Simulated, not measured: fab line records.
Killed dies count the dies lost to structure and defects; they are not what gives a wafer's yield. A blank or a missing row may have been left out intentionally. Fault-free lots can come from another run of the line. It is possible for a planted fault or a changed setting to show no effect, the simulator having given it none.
Matching of chambers :: flow n5 finfet :: 4 sister chambers for N5_GATE_CUT_DESCUM_18 on rie diel-04
The step chemistry O2, time 7 s. 27 wafers are shown with their chamber, then 12 later ones without.

== EACH WAFER AND ITS CHAMBER ==
wafer: L077.1
chamber: 2
showerhead plenum p Torr (Torr): 2.14
drypump motor current A (A): 5.0
throttle valve pct (%): 20.79

wafer: L077.2
chamber: 0
showerhead plenum p Torr (Torr): 2.21
drypump motor current A (A): 5.5
throttle valve pct (%): 20.34

wafer: L077.4
chamber: 1
showerhead plenum p Torr (Torr): 2.20
drypump motor current A (A): 5.0
throttle valve pct (%): 20.55

wafer: L079.1
chamber: 1
showerhead plenum p Torr (Torr): 2.20
drypump motor current A (A): 5.0
throttle valve pct (%): 20.55

wafer: L079.2
chamber: 3
showerhead plenum p Torr (Torr): 2.06
drypump motor current A (A): 5.4
throttle valve pct (%): 20.62

wafer: L079.3
chamber: 2
showerhead plenum p Torr (Torr): 2.14
drypump motor current A (A): 5.0
throttle valve pct (%): 20.81

wafer: L079.4
chamber: 0
showerhead plenum p Torr (Torr): 2.20
drypump motor current A (A): 5.4
throttle valve pct (%): 20.35

wafer: L079.5
chamber: 3
showerhead plenum p Torr (Torr): 2.06
drypump motor current A (A): 5.4
throttle valve pct (%): 20.61

wafer: L079.6
chamber: 0
showerhead plenum p Torr (Torr): 2.20
drypump motor current A (A): 5.5
throttle valve pct (%): 20.34

wafer: L080.2
chamber: 1
showerhead plenum p Torr (Torr): 2.20
drypump motor current A (A): 5.0
throttle valve pct (%): 20.55

wafer: L080.3
chamber: 3
showerhead plenum p Torr (Torr): 2.06
drypump motor current A (A): 5.3
throttle valve pct (%): 20.62

wafer: L080.4
chamber: 0
showerhead plenum p Torr (Torr): 2.20
drypump motor current A (A): 5.5
throttle valve pct (%): 20.37

wafer: L082.3
chamber: 1
showerhead plenum p Torr (Torr): 2.19
drypump motor current A (A): 5.0
throttle valve pct (%): 20.55

wafer: L082.4
chamber: 0
showerhead plenum p Torr (Torr): 2.20
drypump motor current A (A): 5.5
throttle valve pct (%): 20.36

wafer: L082.6
chamber: 1
showerhead plenum p Torr (Torr): 2.19
drypump motor current A (A): 5.0
throttle valve pct (%): 20.54

wafer: L086.1
chamber: 3
showerhead plenum p Torr (Torr): 2.05
drypump motor current A (A): 5.4
throttle valve pct (%): 20.63

wafer: L086.2
chamber: 0
showerhead plenum p Torr (Torr): 2.20
drypump motor current A (A): 5.5
throttle valve pct (%): 20.36

wafer: L086.3
chamber: 1
showerhead plenum p Torr (Torr): 2.19
drypump motor current A (A): 5.0
throttle valve pct (%): 20.56

wafer: L088.1
chamber: 3
showerhead plenum p Torr (Torr): 2.05
drypump motor current A (A): 5.3
throttle valve pct (%): 20.64

wafer: L088.4
chamber: 0
showerhead plenum p Torr (Torr): 2.20
drypump motor current A (A): 5.5
throttle valve pct (%): 20.38

wafer: L088.5
chamber: 1
showerhead plenum p Torr (Torr): 2.19
drypump motor current A (A): 5.0
throttle valve pct (%): 20.57

wafer: L089.1
chamber: 3
showerhead plenum p Torr (Torr): 2.05
drypump motor current A (A): 5.4
throttle valve pct (%): 20.66

wafer: L089.4
chamber: 2
showerhead plenum p Torr (Torr): 2.14
drypump motor current A (A): 5.0
throttle valve pct (%): 20.46

wafer: L089.6
chamber: 3
showerhead plenum p Torr (Torr): 2.05
drypump motor current A (A): 5.4
throttle valve pct (%): 20.67

wafer: L090.1
chamber: 2
showerhead plenum p Torr (Torr): 2.14
drypump motor current A (A): 5.0
throttle valve pct (%): 20.46

wafer: L090.5
chamber: 0
showerhead plenum p Torr (Torr): 2.20
drypump motor current A (A): 5.5
throttle valve pct (%): 20.40

wafer: L090.6
chamber: 3
showerhead plenum p Torr (Torr): 2.05
drypump motor current A (A): 5.4
throttle valve pct (%): 20.65

SIGNATURES, as means of the wafers listed above
reading: showerhead plenum p Torr
chamber 0: 2.2012
chamber 1: 2.1943
chamber 2: 2.1400
chamber 3: 2.0537
scatter within a chamber: 0.00441

reading: drypump motor current A
chamber 0: 5.487
chamber 1: 5.000
chamber 2: 5.000
chamber 3: 5.375
scatter within a chamber: 0.0321

reading: throttle valve pct
chamber 0: 20.3625
chamber 1: 20.5529
chamber 2: 20.6300
chamber 3: 20.6375
scatter within a chamber: 0.073
Rule: a wafer's distance from a chamber is the root of the sum, over the readings, of the square of ((its reading less the chamber's mean) divided by the reading's scatter). If the next closest chamber is less than 2 further off than the closest, the wafer can't be placed; otherwise it belongs to the closest. The scatter: take each reading less its chamber's mean, square it, sum over the shown wafers, divide by the number of wafers less the number of chambers, and take the root.

== WAFERS MISSING THEIR CHAMBER ==
wafer: L076.2
showerhead plenum p Torr (Torr): 2.05
drypump motor current A (A): 5.4
throttle valve pct (%): 20.65

wafer: L076.3
showerhead plenum p Torr (Torr): 2.19
drypump motor current A (A): 5.0
throttle valve pct (%): 20.60

wafer: L076.5
showerhead plenum p Torr (Torr): 2.13
drypump motor current A (A): 5.0
throttle valve pct (%): 20.48

wafer: L094.1
showerhead plenum p Torr (Torr): 2.13
drypump motor current A (A): 5.0
throttle valve pct (%): 20.49

wafer: L094.2
showerhead plenum p Torr (Torr): 2.18
drypump motor current A (A): 5.0
throttle valve pct (%): 20.59

wafer: L094.3
showerhead plenum p Torr (Torr): 2.05
drypump motor current A (A): 5.4
throttle valve pct (%): 20.67

wafer: L094.4
showerhead plenum p Torr (Torr): 2.19
drypump motor current A (A): 5.5
throttle valve pct (%): 20.40

wafer: L094.5
showerhead plenum p Torr (Torr): 2.13
drypump motor current A (A): 5.0
throttle valve pct (%): 20.49

wafer: L094.6
showerhead plenum p Torr (Torr): 2.18
drypump motor current A (A): 5.0
throttle valve pct (%): 20.60

wafer: L095.1
showerhead plenum p Torr (Torr): 2.13
drypump motor current A (A): 5.0
throttle valve pct (%): 20.49

wafer: L095.3
showerhead plenum p Torr (Torr): 2.19
drypump motor current A (A): 5.5
throttle valve pct (%): 20.40

wafer: L095.6
showerhead plenum p Torr (Torr): 2.19
drypump motor current A (A): 5.5
throttle valve pct (%): 20.40

== WHICH CHAMBER EACH WENT THROUGH ==
wafer: L076.2
from the rows above: 3
in truth: 3

wafer: L076.3
from the rows above: 1
in truth: 1

wafer: L076.5
from the rows above: 2
in truth: 2

wafer: L094.1
from the rows above: 2
in truth: 2

wafer: L094.2
from the rows above: 1
in truth: 1

wafer: L094.3
from the rows above: 3
in truth: 3

wafer: L094.4
from the rows above: 0
in truth: 0

wafer: L094.5
from the rows above: 2
in truth: 2

wafer: L094.6
from the rows above: 1
in truth: 1

wafer: L095.1
from the rows above: 2
in truth: 2

wafer: L095.3
from the rows above: 0
in truth: 0

wafer: L095.6
from the rows above: 0
in truth: 0
12 of 12 placed correctly. Can't be placed from these rows: 0. Placed wrongly: 0.
